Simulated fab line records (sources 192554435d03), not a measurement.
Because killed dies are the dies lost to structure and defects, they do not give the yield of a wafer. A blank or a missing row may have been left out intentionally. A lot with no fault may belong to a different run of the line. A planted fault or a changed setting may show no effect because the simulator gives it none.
Which tool is to blame?    flow n5Finfet    Sampling: 24 lots, 72 wafers, 6 of 1938 route steps

## WHAT THE GAUGES SHOWED, per wafer
N5_BEOL_M8_CD_MEAS_35: target cd 40 nm.
lot   measured      on        cdNm (nm)
L075  day 10 07:42  cdSem-02  40.1 40.4 40.8
L074  day 10 07:20  cdSem-02  38.7 39.0 40.1
L076  day 10 14:01  cdSem-02  40.6 40.8 40.3
L079  day 10 20:26  cdSem-01  39.1 40.0 38.9
L077  day 11 14:36  cdSem-03  39.6 39.6 39.0
L078  day 11 14:50  cdSem-01  40.2 39.9 39.8
L081  day 11 21:34  cdSem-01  39.4 39.9 39.5
L080  day 12 06:04  cdSem-02  39.2 39.5 39.8
L082  day 12 08:34  cdSem-02  39.5 39.4 39.7
L083  day 12 08:41  cdSem-01  40.1 39.5 40.2
L084  day 12 11:43  cdSem-02  39.7 40.0 39.6
L085  day 12 17:55  cdSem-03  40.3 39.6 39.2
L086  day 13 12:03  cdSem-03  39.2 39.6 39.4
L087  day 13 18:52  cdSem-02  39.7 40.0 39.9
L089  day 14 00:42  cdSem-02  39.9 40.0 39.4
L090  day 14 00:59  cdSem-01  39.6 40.5 39.7
L088  day 14 01:00  cdSem-02  39.9 40.8 40.2
L092  day 14 08:55  cdSem-02  40.8 41.0 40.3
L091  day 14 09:37  cdSem-03  40.1 39.2 40.1
L093  day 14 22:16  cdSem-02  39.5 39.4 39.9
L094  day 15 03:28  cdSem-01  41.1 40.4 39.6
L095  day 15 09:25  cdSem-01  40.4 38.7 39.8
L096  day 16 05:51  cdSem-03  40.0 40.1 40.2
L097  day 17 11:22  cdSem-02  39.0 38.9 39.4

N5_BEOL_M8_INSPECT_58: inspects for defects (darkfield).
lot   measured      on                rawDefectCount
L075  day 10 10:52  defectInspect-01  43 63 51
L074  day 10 10:38  defectInspect-02  60 102 42
L076  day 10 17:29  defectInspect-01  96 155 100
L079  day 10 23:27  defectInspect-01  73 64 42
L077  day 11 18:07  defectInspect-01  65 51 45
L078  day 11 19:18  defectInspect-02  67 89 70
L081  day 11 23:52  defectInspect-01  76 72 86
L080  day 12 08:31  defectInspect-01  50 56 63
L082  day 12 10:50  defectInspect-01  62 50 49
L083  day 12 12:23  defectInspect-02  66 45 59
L084  day 12 14:36  defectInspect-01  62 74 66
L085  day 12 21:43  defectInspect-01  40 77 71
L086  day 13 14:32  defectInspect-02  65 39 91
L087  day 13 23:44  defectInspect-02  46 85 89
L089  day 14 02:49  defectInspect-01  48 60 90
L090  day 14 03:49  defectInspect-02  77 104 54
L088  day 14 03:38  defectInspect-02  60 49 42
L092  day 14 10:55  defectInspect-02  61 72 56
L091  day 14 12:32  defectInspect-02  89 91 85
L093  day 15 00:20  defectInspect-01  44 90 58
L094  day 15 09:29  defectInspect-01  86 91 115
L095  day 15 11:46  defectInspect-02  55 61 67
L096  day 16 08:32  defectInspect-01  70 100 85
L097  day 17 14:05  defectInspect-02  39 54 52

## WHICH TOOL RAN EACH LOT (tool, then ch and the chambers of the sampled wafers, then the start)
lot   N5_BEOL_M7_STRIP_80                           N5_BEOL_M8_ILD_DEP_00            N5_BEOL_M8_STRIP_67                N5_BEOL_M8_TRENCH_ETCH_37
L075  rieDiel-03 ch 1,2,3, day 10 00:36 or earlier  pecvd-02 ch 0,1,2, day 10 00:36  rieDiel-02 ch 0,1,3, day 10 03:56  rieDiel-04 ch 0,2,3, day 10 07:42 or earlier
L074  rieDiel-03 ch 0,2,3, day 10 01:56 or earlier  pecvd-03 ch 0,1, day 10 01:56    rieDiel-02 ch 0,1,3, day 10 04:11  rieDiel-02 ch 0,1, day 10 07:20 or earlier
L076  rieDiel-05 ch 0,3, day 10 08:19 or earlier    pecvd-03 ch 0,1, day 10 08:19    rieDiel-04 ch 0,2,3, day 10 10:56  rieDiel-04 ch 0,2,3, day 10 14:01 or earlier
L079  rieDiel-05 ch 0,1,3, day 10 17:02 or earlier  pecvd-03 ch 0,1, day 10 17:02    rieDiel-01 ch 1,2,3, day 10 19:01  rieDiel-04 ch 0,2, day 10 20:26 or earlier
L077  rieDiel-05 ch 0,1,3, day 11 03:28 or earlier  pecvd-01 ch 0,1, day 11 03:28    rieDiel-01 ch 0,2, day 11 08:20    rieDiel-01 ch 0,2, day 11 14:36 or earlier
L078  rieDiel-05 ch 1,2,3, day 11 05:17 or earlier  pecvd-03 ch 0,1,2, day 11 05:17  rieDiel-02 ch 0,1,3, day 11 08:32  rieDiel-04 ch 0,1,2, day 11 14:50 or earlier
L081  rieDiel-05 ch 0,2, day 11 16:18 or earlier    pecvd-03 ch 0,1,2, day 11 16:18  rieDiel-01 ch 0,1,2, day 11 19:29  rieDiel-04 ch 1,2,3, day 11 21:34 or earlier
L080  rieDiel-06 ch 0,2,3, day 12 02:14 or earlier  pecvd-02 ch 0,1,2, day 12 02:14  rieDiel-01 ch 0,2,3, day 12 04:26  rieDiel-04 ch 0,2,3, day 12 06:04 or earlier
L082  rieDiel-06 ch 2,3, day 12 03:17 or earlier    pecvd-03 ch 1,2, day 12 03:17    rieDiel-01 ch 0,3, day 12 06:26    rieDiel-02 ch 0,1, day 12 08:34 or earlier
L083  rieDiel-03 ch 1,2, day 12 03:50 or earlier    pecvd-02 ch 0,1,2, day 12 03:50  rieDiel-02 ch 0,1, day 12 06:49    rieDiel-01 ch 1,2,3, day 12 08:41 or earlier
L084  rieDiel-03 ch 0,2,3, day 12 08:23 or earlier  pecvd-03 ch 1,2, day 12 08:23    rieDiel-01 ch 0,1,2, day 12 09:55  rieDiel-02 ch 0,1, day 12 11:43 or earlier
L085  rieDiel-06 ch 2,3, day 12 09:23 or earlier    pecvd-01 ch 1,2, day 12 09:23    rieDiel-02 ch 1,3, day 12 13:04    rieDiel-01 ch 2,3, day 12 17:55 or earlier
L086  rieDiel-06 ch 0,1,2, day 13 08:12 or earlier  pecvd-01 ch 0,2, day 13 08:12    rieDiel-04 ch 0,2,3, day 13 09:56  rieDiel-02 ch 0,1, day 13 12:03 or earlier
L087  rieDiel-06 ch 1,2, day 13 15:00 or earlier    pecvd-03 ch 0,2, day 13 15:00    rieDiel-01 ch 2,3, day 13 16:41    rieDiel-04 ch 0,3, day 13 18:52 or earlier
L089  rieDiel-03 ch 0,1,3, day 13 16:05 or earlier  pecvd-03 ch 0,1,2, day 13 16:05  rieDiel-04 ch 0,1,3, day 13 17:45  rieDiel-01 ch 0,2,3, day 14 00:42 or earlier
L090  rieDiel-03 ch 0,1,2, day 13 16:34 or earlier  pecvd-03 ch 0,1, day 13 16:34    rieDiel-01 ch 0,2,3, day 13 18:45  rieDiel-04 ch 2,3, day 14 00:59 or earlier
L088  rieDiel-06 ch 0,1,3, day 13 18:44 or earlier  pecvd-03 ch 1,2, day 13 18:44    rieDiel-02 ch 0,2,3, day 13 20:43  rieDiel-02 ch 2,3, day 14 01:00 or earlier
L092  rieDiel-05 ch 0,1, day 14 02:47 or earlier    pecvd-03 ch 0,2, day 14 02:47    rieDiel-01 ch 0,2,3, day 14 04:52  rieDiel-01 ch 1,2,3, day 14 08:55 or earlier
L091  rieDiel-03 ch 1,2,3, day 14 03:34 or earlier  pecvd-03 ch 0,1,2, day 14 03:34  rieDiel-01 ch 1,2, day 14 05:21    rieDiel-01 ch 0,1,2, day 14 09:37 or earlier
L093  rieDiel-06 ch 0,2, day 14 19:01 or earlier    pecvd-03 ch 1,2, day 14 19:01    rieDiel-01 ch 0,1,3, day 14 20:48  rieDiel-02 ch 1,3, day 14 22:16 or earlier
L094  rieDiel-05 ch 1,2, day 14 22:25 or earlier    pecvd-03 ch 0,1,2, day 14 22:25  rieDiel-02 ch 0,1,2, day 14 23:57  rieDiel-02 ch 2,3, day 15 03:28 or earlier
L095  rieDiel-03 ch 0,1,2, day 15 01:03 or earlier  pecvd-01 ch 0,1, day 15 01:03    rieDiel-01 ch 1,2, day 15 03:20    rieDiel-02 ch 1,2,3, day 15 09:25 or earlier
L096  rieDiel-05 ch 1,2,3, day 16 00:43 or earlier  pecvd-02 ch 0,1, day 16 00:43    rieDiel-01 ch 0,1,2, day 16 03:31  rieDiel-01 ch 0,3, day 16 05:51 or earlier
L097  rieDiel-05 ch 1,2,3, day 17 06:05 or earlier  pecvd-03 ch 0,1,2, day 17 06:05  rieDiel-04 ch 0,1,3, day 17 08:56  rieDiel-04 ch 0,1,3, day 17 11:22 or earlier
- N5_BEOL_M7_STRIP_80: strips in N2/H2, time 10 s.
- N5_BEOL_M8_ILD_DEP_00: deposits SiCOH lowk from DEMS/porogen, target thk 179.75 nm, time 33.4 s.
- N5_BEOL_M8_STRIP_67: strips in CF4.
- N5_BEOL_M8_TRENCH_ETCH_37: etches SiCOH lowk in C4F6/O2, target depth 93.478 nm, time 31.2 s.

## WHAT THE TOOLS THEMSELVES READ (means of the sampled wafers that have a number; where no wafer has one, the mark that the record gives instead)
N5_BEOL_M7_STRIP_80.
lot   tool        drypumpMotorCurrentA (A)  oesProductAu (a.u.)  rfVppV (V)  showerheadPlenumPTorr (Torr)  throttleValvePct (%)
L075  rieDiel-03  5.6                       0.80                 59.7        2.52                          23.34
L074  rieDiel-03  5.6                       0.76                 59.6        2.54                          23.45
L076  rieDiel-05  5.8                       0.71                 58.6        2.52                          23.76
L079  rieDiel-05  6.1                       0.79                 58.7        2.51                          23.69
L077  rieDiel-05  6.1                       0.78                 59.8        2.51                          23.69
L078  rieDiel-05  5.8                       0.82                 59.5        2.53                          23.51
L081  rieDiel-05  5.1                       0.78                 59.7        2.55                          23.40
L080  rieDiel-06  5.9                       0.74                 59.0        2.60                          23.64
L082  rieDiel-06  5.8                       0.73                 59.1        2.60                          23.68
L083  rieDiel-03  5.9                       0.77                 59.1        2.43                          23.19
L084  rieDiel-03  5.5                       0.75                 59.1        2.54                          23.48
L085  rieDiel-06  5.9                       0.74                 59.4        2.57                          23.89
L086  rieDiel-06  5.8                       0.75                 58.8        2.51                          23.83
L087  rieDiel-06  5.9                       0.75                 58.0        2.48                          24.07
L089  rieDiel-03  5.3                       0.78                 59.4        2.54                          23.44
L090  rieDiel-03  5.7                       0.75                 59.1        2.46                          23.28
L088  rieDiel-06  5.7                       0.73                 59.6        2.53                          23.62
L092  rieDiel-05  6.2                       0.80                 59.6        2.48                          23.61
L091  rieDiel-03  5.5                       0.78                 58.1        2.50                          23.37
L093  rieDiel-06  5.9                       0.72                 58.8        2.60                          23.64
L094  rieDiel-05  5.4                       0.82                 59.7        2.53                          23.35
L095  rieDiel-03  5.7                       0.75                 59.0        2.46                          23.29
L096  rieDiel-05  5.8                       0.78                 58.9        2.52                          23.56
L097  rieDiel-05  5.8                       0.78                 59.7        2.51                          23.57

N5_BEOL_M8_ILD_DEP_00.
lot   tool      heaterPowerW (W)  showerheadPlenumPTorr (Torr)  throttleValvePct (%)
L075  pecvd-02  287               5.733                         13.6
L074  pecvd-03  322               5.740                         13.7
L076  pecvd-03  339               5.753                         13.8
L079  pecvd-03  378               5.749                         14.1
L077  pecvd-01  348               5.734                         13.9
L078  pecvd-03  322               5.748                         13.7
L081  pecvd-03  356               5.745                         13.7
L080  pecvd-02  308               5.738                         13.7
L082  pecvd-03  375               5.751                         13.9
L083  pecvd-02  306               5.732                         13.5
L084  pecvd-03  361               5.748                         13.9
L085  pecvd-01  291               5.740                         13.9
L086  pecvd-01  335               5.758                         13.6
L087  pecvd-03  285               5.739                         13.6
L089  pecvd-03  325               5.740                         13.7
L090  pecvd-03  400               5.743                         14.1
L088  pecvd-03  279               5.742                         13.6
L092  pecvd-03  313               5.741                         13.5
L091  pecvd-03  332               5.749                         13.6
L093  pecvd-03  304               5.737                         13.8
L094  pecvd-03  325               5.739                         13.8
L095  pecvd-01  339               5.739                         13.9
L096  pecvd-02  272               5.738                         13.8
L097  pecvd-03  354               5.745                         14.0

N5_BEOL_M8_STRIP_67.
lot   tool        drypumpMotorCurrentA (A)  oesProductAu (a.u.)  rfVppV (V)  showerheadPlenumPTorr (Torr)  throttleValvePct (%)
L075  rieDiel-02  5.5                       0.73                 271.1       1.79                          13.57
L074  rieDiel-02  5.5                       0.73                 270.1       1.79                          13.58
L076  rieDiel-04  5.8                       0.81                 270.9       1.81                          13.44
L079  rieDiel-01  5.5                       0.87                 272.2       1.85                          13.38
L077  rieDiel-01  5.4                       0.76                 271.6       1.81                          13.61
L078  rieDiel-02  5.5                       0.81                 272.3       1.79                          13.40
L081  rieDiel-01  5.5                       0.83                 271.6       1.81                          13.51
L080  rieDiel-01  5.4                       0.78                 272.3       1.85                          13.49
L082  rieDiel-01  4.9                       0.78                 272.5       1.85                          13.47
L083  rieDiel-02  5.6                       0.74                 270.9       1.74                          13.58
L084  rieDiel-01  5.5                       0.82                 271.4       1.81                          13.51
L085  rieDiel-02  5.6                       0.80                 270.3       1.76                          13.39
L086  rieDiel-04  5.7                       0.78                 270.0       1.80                          13.50
L087  rieDiel-01  5.4                       0.81                 271.7       1.88                          13.40
L089  rieDiel-04  6.0                       0.75                 272.3       1.83                          13.64
L090  rieDiel-01  5.4                       0.77                 272.5       1.84                          13.53
L088  rieDiel-02  5.6                       0.83                 271.2       1.84                          13.42
L092  rieDiel-01  5.4                       0.78                 271.7       1.84                          13.53
L091  rieDiel-01  6.0                       0.83                 272.4       1.84                          13.45
L093  rieDiel-01  5.0                       0.79                 271.2       1.80                          13.55
L094  rieDiel-02  5.6                       0.78                 271.8       1.80                          13.60
L095  rieDiel-01  5.7                       0.85                 271.0       1.81                          13.46
L096  rieDiel-01  5.5                       0.79                 270.1       1.80                          13.60
L097  rieDiel-04  6.0                       0.80                 271.8       1.82                          13.49

N5_BEOL_M8_TRENCH_ETCH_37.
lot   tool        C4F6_flow_sccm (sccm)  drypumpMotorCurrentA (A)  oesProductAu (a.u.)  rfVppV (V)  showerheadPlenumPTorr (Torr)  throttleValvePct (%)
L075  rieDiel-04  10.02                  5.7                       0.82                 665         2.88                          20.80
L074  rieDiel-02  10.00                  5.5                       0.75                 662         2.78                          20.88
L076  rieDiel-04  9.98                   5.7                       0.80                 666         2.88                          20.79
L079  rieDiel-04  10.01                  5.7                       0.86                 671         2.92                          20.69
L077  rieDiel-01  9.99                   5.4                       0.75                 680         2.89                          21.03
L078  rieDiel-04  10.00                  6.0                       0.79                 660         2.89                          20.84
L081  rieDiel-04  9.99                   6.0                       0.74                 651         2.85                          20.96
L080  rieDiel-04  10.00                  5.8                       0.79                 664         2.87                          20.81
L082  rieDiel-02  10.02                  5.5                       0.74                 662         2.77                          20.93
L083  rieDiel-01  9.99                   5.5                       0.85                 672         2.93                          20.75
L084  rieDiel-02  10.05                  5.4                       0.71                 658         2.80                          20.94
L085  rieDiel-01  9.97                   5.4                       0.82                 665         2.99                          20.74
L086  rieDiel-02  9.97                   5.4                       0.72                 658         2.80                          20.94
L087  rieDiel-04  10.01                  5.8                       0.75                 667         2.88                          20.85
L089  rieDiel-01  9.96                   5.4                       0.77                 673         2.93                          20.90
L090  rieDiel-04  10.01                  5.8                       0.75                 655         2.79                          20.93
L088  rieDiel-02  10.00                  5.8                       0.91                 661         2.96                          20.67
L092  rieDiel-01  10.01                  5.5                       0.83                 671         2.92                          20.78
L091  rieDiel-01  9.98                   5.5                       0.80                 677         2.87                          20.91
L093  rieDiel-02  10.03                  5.6                       0.78                 665         2.79                          20.82
L094  rieDiel-02  10.00                  5.7                       0.89                 661         2.95                          20.68
L095  rieDiel-02  9.94                   5.7                       0.83                 661         2.89                          20.81
L096  rieDiel-01  10.01                  4.9                       0.72                 671         2.86                          20.98
L097  rieDiel-04  10.01                  6.0                       0.79                 660         2.89                          20.81

## THE ANSWER, worked out from the rows above alone
Rule: what is usual is taken from the lots themselves. Put in order of their means at a reading, lots are off if they are a third of the lots or fewer, leave a main group of 4 or more, and stand apart from it by a gap of 3 or more times the standard deviation of the main group's means; of several such gaps the widest counts. A main group is skipped when, at the precision printed for the reading in the tables above, its means are all equal. Also off: a lot with no number at a reading for which 4 or more lots have one. Where the step has rows for the other lots, those lots are counted as sound. After the gauges, taken in route order, come the tools' own readings; for these a lot's mean is taken, as printed above. The first step at which some lot is off is used, and at that step the reading that is off furthest; a lot without a number counts as furthest.
None of the lots is off at any reading shown; this tells nothing.

## WHAT WAS PUT IN BY THE SIMULATOR
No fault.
